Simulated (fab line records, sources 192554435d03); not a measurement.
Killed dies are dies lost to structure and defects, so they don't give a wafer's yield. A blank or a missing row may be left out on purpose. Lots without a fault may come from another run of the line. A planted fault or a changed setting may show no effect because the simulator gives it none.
Which tool did it? | flow n5_finfet | 9 lots, 26 wafers sampled, at 7 steps of a route of 1938

WHAT THE GAUGES READ, wafer by wafer
N5_BEOL_M4_RC_MEAS_101. Usual: DIBL_N 36.2 mV/V, standard deviation 1.5; DIBL_P 36.4 mV/V, standard deviation 2.1; IOFF_N 0.16 nA/um, standard deviation 0.031; IOFF_P 0.21 nA/um, standard deviation 0.037; ION_N 679 uA/um, standard deviation 11; ION_P 465 uA/um, standard deviation 7.7; SS_N 71.4 mV/dec, standard deviation 0.55; SS_P 73.2 mV/dec, standard deviation 0.63; VT_N 249 mV, standard deviation 3.3; VT_P -250 mV, standard deviation 3.4.
lot  | measured     | on        | DIBL_N (mV/V)  | DIBL_P (mV/V)  | IOFF_N (nA/um) | IOFF_P (nA/um) | ION_N (uA/um) | ION_P (uA/um) | SS_N (mV/dec)  | SS_P (mV/dec)  | VT_N (mV)   | VT_P (mV)      | flag
L802 | day 8 15:56  | prober-02 | 35.4 35.4 35.0 | 37.8 38.0 38.6 | 0.16 0.16 0.16 | 0.21 0.22 0.22 | 684 673 680   | 464 463 469   | 71.1 71.4 71.7 | 73.1 74.1 72.9 | 250 252 246 | -249 -249 -248 |
L803 | day 9 02:04  | prober-01 | 36.2 36.6 36.1 | 35.0 36.3 35.0 | 0.17 0.18 0.16 | 0.23 0.25 0.24 | 682 670 667   | 467 465 464   | 72.2 71.1 71.3 | 73.1 73.9 74.1 | 249 248 251 | -249 -244 -244 |
L805 | day 10 08:14 | prober-01 | 38.4 35.3 35.4 | 37.2 34.7 34.4 | 0.20 0.15 0.15 | 0.26 0.22 0.21 | 697 689 678   | 470 473 468   | 71.9 71.2 72.0 | 73.5 73.2 72.7 | 246 249 250 | -244 -248 -249 |
L809 | day 10 13:52 | prober-01 | 37.5 34.5 36.5 | 36.4 34.1 36.2 | 0.21 0.14 0.20 | 0.26 0.22 0.26 | 681 682 690   | 471 476 472   | 71.8 70.7 71.4 | 72.5 72.7 72.7 | 244 248 245 | -246 -246 -246 |
L810 | day 10 20:01 | prober-02 | 32.9 34.6 35.7 | 34.8 36.6 38.1 | 0.12 0.14 0.16 | 0.17 0.19 0.21 | 679 674 683   | 470 462 466   | 70.5 70.4 71.0 | 72.2 72.8 73.8 | 253 253 252 | -253 -251 -252 |
L818 | day 12 18:43 | prober-02 | 34.6 34.2 35.2 | 34.6 34.5 34.7 | 0.13 0.13 0.13 | 0.20 0.19 0.20 | 650 665 659   | 458 462 460   | 71.4 70.3 71.3 | 72.5 73.3 72.6 | 249 250 250 | -248 -248 -247 |
L819 | day 12 21:07 | prober-01 | 35.5 36.5 35.4 | 35.1 35.7 33.6 | 0.15 0.16 0.14 | 0.22 0.23 0.20 | 683 668 669   | 473 464 465   | 71.0 71.0 71.5 | 74.0 73.4 72.4 | 248 252 253 | -249 -249 -250 |
L820 | day 13 20:05 | prober-01 | 33.8 36.4      | 33.1 36.4      | 0.12 0.17      | 0.17 0.22      | 663 692       | 462 474       | 70.7 71.4      | 72.3 73.4      | 251 245     | -253 -247      |
L822 | day 14 04:31 | prober-02 | 35.0 36.9 37.2 | 35.3 36.5 36.8 | 0.16 0.17 0.19 | 0.21 0.21 0.22 | 693 682 680   | 463 467 465   | 70.4 72.3 71.8 | 73.5 74.0 74.4 | 248 251 248 | -250 -249 -250 |

N5_BEOL_M11_OCD_MEAS_38. Usual: trench_depth_nm 148.1 nm, standard deviation 2.3.
lot  | measured     | on     | trench_depth_nm (nm) | flag
L802 | day 11 02:37 | ocd-01 | 146.8 146.5 147.1    |
L803 | day 11 17:20 | ocd-02 | 150.0 151.3 150.1    |
L805 | day 12 19:27 | ocd-01 | 145.8 147.1 147.5    |
L809 | day 13 09:11 | ocd-01 | 146.1 151.6 152.2    |
L810 | day 13 15:25 | ocd-01 | 147.4 147.9 148.7    |
L818 | day 15 12:30 | ocd-02 | 152.8 151.0 145.2    |
L819 | day 15 21:34 | ocd-01 | 151.8 145.4 150.3    |
L820 | day 16 16:06 | ocd-02 | 146.5 143.9          |
L822 | day 16 23:44 | ocd-02 | 150.4 151.0 145.0    |

N5_BEOL_M12_THK_MEAS_01. Usual: M12_ILD_THK 662 nm, standard deviation 9.9.
lot  | measured     | on            | M12_ILD_THK (nm) | flag
L802 | day 11 06:17 | film_metro-01 | 656 663 671      |
L803 | day 11 22:41 | film_metro-01 | 666 668 669      |
L805 | day 12 23:01 | film_metro-02 | 673 659 660      |
L809 | day 13 13:34 | film_metro-02 | 649 653 670      |
L810 | day 13 18:53 | film_metro-02 | 667 666 674      |
L818 | day 15 19:14 | film_metro-01 | 660 559 675      | OFF
L819 | day 16 01:21 | film_metro-01 | 648 654 561      | OFF
L820 | day 16 19:58 | film_metro-02 | 654 648          |
L822 | day 17 05:43 | film_metro-02 | 650 669 658      |

N5_BEOL_M12_OCD_MEAS_35. Usual: trench_depth_nm 320 nm, standard deviation 4.6.
lot  | measured     | on     | trench_depth_nm (nm) | flag
L802 | day 11 08:14 | ocd-02 | 327 316 324          |
L803 | day 12 00:55 | ocd-01 | 317 325 327          |
L805 | day 13 01:05 | ocd-02 | 315 316 322          |
L809 | day 13 15:43 | ocd-01 | 323 318 329          |
L810 | day 13 21:06 | ocd-02 | 325 320 330          |
L818 | day 15 21:11 | ocd-01 | 315 226 319          | OFF
L819 | day 16 03:26 | ocd-02 | 322 325 236          | OFF
L820 | day 16 21:56 | ocd-01 | 317 314              |
L822 | day 17 07:55 | ocd-01 | 328 322 325          |

WHICH TOOL RAN EACH LOT (tool, then ch and the chambers of the sampled wafers, then the start)
lot  | N5_BEOL_M11_ETCH_41                           | N5_BEOL_M11_SPUTTER_48       | N5_BEOL_M12_ILD_DEP_00
L802 | rie_diel-04 ch 0,2, day 11 02:37 or earlier   | pvd_sputter-03, day 11 04:04 | pecvd-04 ch 0,1,2, day 11 06:09
L803 | rie_diel-06 ch 0,1,2, day 11 17:20 or earlier | pvd_sputter-02, day 11 18:35 | pecvd-04 ch 1,2, day 11 22:34
L805 | rie_diel-05 ch 1,2,3, day 12 19:27 or earlier | pvd_sputter-01, day 12 21:52 | pecvd-03 ch 0,1,2, day 12 22:56
L809 | rie_diel-06 ch 0,1,3, day 13 09:11 or earlier | pvd_sputter-01, day 13 12:25 | pecvd-04 ch 1,2, day 13 13:26
L810 | rie_diel-04 ch 0,1,3, day 13 15:25 or earlier | pvd_sputter-02, day 13 17:13 | pecvd-04 ch 1,2, day 13 18:45
L818 | rie_diel-04 ch 0,1,2, day 15 12:30 or earlier | pvd_sputter-03, day 15 17:58 | pecvd-04 ch 0,2, day 15 19:06
L819 | rie_diel-04 ch 0,1,3, day 15 21:34 or earlier | pvd_sputter-02, day 16 00:12 | pecvd-04 ch 0,2, day 16 01:13
L820 | rie_diel-05 ch 0,2, day 16 16:06 or earlier   | pvd_sputter-02, day 16 18:46 | pecvd-01 ch 1,2, day 16 19:50
L822 | rie_diel-06 ch 0,1,3, day 16 23:44 or earlier | pvd_sputter-01, day 17 04:31 | pecvd-03 ch 0,2, day 17 05:34
- N5_BEOL_M11_ETCH_41: etches SiCN in CH3F/O2, target depth 42.6 nm, time 86 s.
- N5_BEOL_M11_SPUTTER_48: material Cu, target thk 12 nm, time 2 s.
- N5_BEOL_M12_ILD_DEP_00: deposits SiOC from DEMS/O2, target thk 658.92 nm, time 130.7 s.

WHAT THE TOOLS THEMSELVES READ (means of the sampled wafers that have a number; where no wafer has one, the mark that the record gives instead)
N5_BEOL_M11_ETCH_41. Usual: bias_w 74.98 W, standard deviation 0.21; drypump_motor_current_A 5.6 A, standard deviation 0.42; oes_product_au 0.78 a.u., standard deviation 0.078; rf_vpp_V 297.6 V, standard deviation 1.8; showerhead_plenum_p_Torr 2.02 Torr, standard deviation 0.087; throttle_valve_pct 16.40 %, standard deviation 0.28.
lot  | tool        | bias_w (W) | drypump_motor_current_A (A) | oes_product_au (a.u.) | rf_vpp_V (V) | showerhead_plenum_p_Torr (Torr) | throttle_valve_pct (%) | flag
L802 | rie_diel-04 | 75.05      | 5.9                         | 0.73                  | 296.0        | 1.94                            | 16.62                  |
L803 | rie_diel-06 | 74.77      | 5.6                         | 0.87                  | 297.9        | 2.10                            | 16.12                  |
L805 | rie_diel-05 | 75.09      | 5.2                         | 0.72                  | 295.5        | 1.93                            | 16.48                  |
L809 | rie_diel-06 | 75.22      | 5.5                         | 0.84                  | 299.0        | 2.12                            | 16.18                  |
L810 | rie_diel-04 | 74.93      | 6.0                         | 0.73                  | 298.4        | 2.05                            | 16.61                  |
L818 | rie_diel-04 | 75.14      | 6.0                         | 0.90                  | 299.3        | 2.07                            | 16.29                  |
L819 | rie_diel-04 | 74.91      | 6.1                         | 0.81                  | 297.7        | 2.04                            | 16.49                  |
L820 | rie_diel-05 | 75.06      | 5.3                         | 0.76                  | 296.0        | 1.95                            | 16.41                  |
L822 | rie_diel-06 | 75.01      | 5.5                         | 0.81                  | 298.8        | 2.11                            | 16.24                  |

N5_BEOL_M11_SPUTTER_48. Usual: cathode_dc_power_W 26000 W, standard deviation 5.2; chuck_gas_flow_sccm 1.26 sccm, standard deviation 0.056; throttle_valve_pct 30.0 %, standard deviation 0.92.
lot  | tool           | cathode_dc_power_W (W) | chuck_gas_flow_sccm (sccm) | throttle_valve_pct (%) | flag
L802 | pvd_sputter-03 | 26002                  | 1.22                       | 29.8                   |
L803 | pvd_sputter-02 | 26002                  | 1.25                       | 30.2                   |
L805 | pvd_sputter-01 | 25999                  | 1.30                       | 30.2                   |
L809 | pvd_sputter-01 | 25999                  | 1.29                       | 29.7                   |
L810 | pvd_sputter-02 | 26000                  | 1.26                       | 30.5                   |
L818 | pvd_sputter-03 | 26001                  | 1.32                       | 29.9                   |
L819 | pvd_sputter-02 | 25997                  | 1.24                       | 30.4                   |
L820 | pvd_sputter-02 | 25997                  | 1.28                       | 30.3                   |
L822 | pvd_sputter-01 | 26001                  | 1.30                       | 29.8                   |

N5_BEOL_M12_ILD_DEP_00. Usual: heater_power_w 476 W, standard deviation 66; showerhead_plenum_p_Torr 5.685 Torr, standard deviation 0.015; throttle_valve_pct 12.0 %, standard deviation 0.58.
lot  | tool     | heater_power_w (W) | showerhead_plenum_p_Torr (Torr) | throttle_valve_pct (%) | flag
L802 | pecvd-04 | 491                | 5.689                           | 11.8                   |
L803 | pecvd-04 | 481                | 5.706                           | 11.6                   |
L805 | pecvd-03 | 458                | 5.687                           | 12.1                   |
L809 | pecvd-04 | 490                | 5.696                           | 11.8                   |
L810 | pecvd-04 | 529                | 5.703                           | 11.5                   |
L818 | pecvd-04 | 444                | 5.673                           | 12.5                   |
L819 | pecvd-04 | 436                | 5.676                           | 12.3                   |
L820 | pecvd-01 | 474                | 5.674                           | 11.8                   |
L822 | pecvd-03 | 486                | 5.681                           | 12.3                   |

THE ANSWER, worked out from the rows above alone
Rule: a lot is off if the mean of its wafers that have a number lies more than 3 standard deviations from the usual mean. A lot without any number at a reading at which 4 lots or more have one is off too. The other lots that the step has rows for count as sound. The gauges are gone through in route order, then the tools' own readings, and for those a lot's mean is taken as printed above. The first step at which some lot is off is used, and at that step the reading that is off furthest; a lot without a number counts as furthest.
Off: L818, L819, at N5_BEOL_M12_THK_MEAS_01 (M12_ILD_THK).
A tool fits if, at a process step before that reading, it ran every lot that is off, and no sound lot after the first of them. The gauges at N5_BEOL_M12_THK_MEAS_01 aren't tried: what is off there is off at N5_BEOL_M12_OCD_MEAS_35 too, on other tools, and a gauge's error can't cause that. N5_BEOL_M11_ETCH_41 gives no start for some lots, so the hours and the order of its lots are those of N5_BEOL_M11_OCD_MEAS_38. Can't be told from this: 2 tools fit, rie_diel-04 at N5_BEOL_M11_ETCH_41, pecvd-04 at N5_BEOL_M12_ILD_DEP_00.

WHAT THE SIMULATOR HAD PUT IN
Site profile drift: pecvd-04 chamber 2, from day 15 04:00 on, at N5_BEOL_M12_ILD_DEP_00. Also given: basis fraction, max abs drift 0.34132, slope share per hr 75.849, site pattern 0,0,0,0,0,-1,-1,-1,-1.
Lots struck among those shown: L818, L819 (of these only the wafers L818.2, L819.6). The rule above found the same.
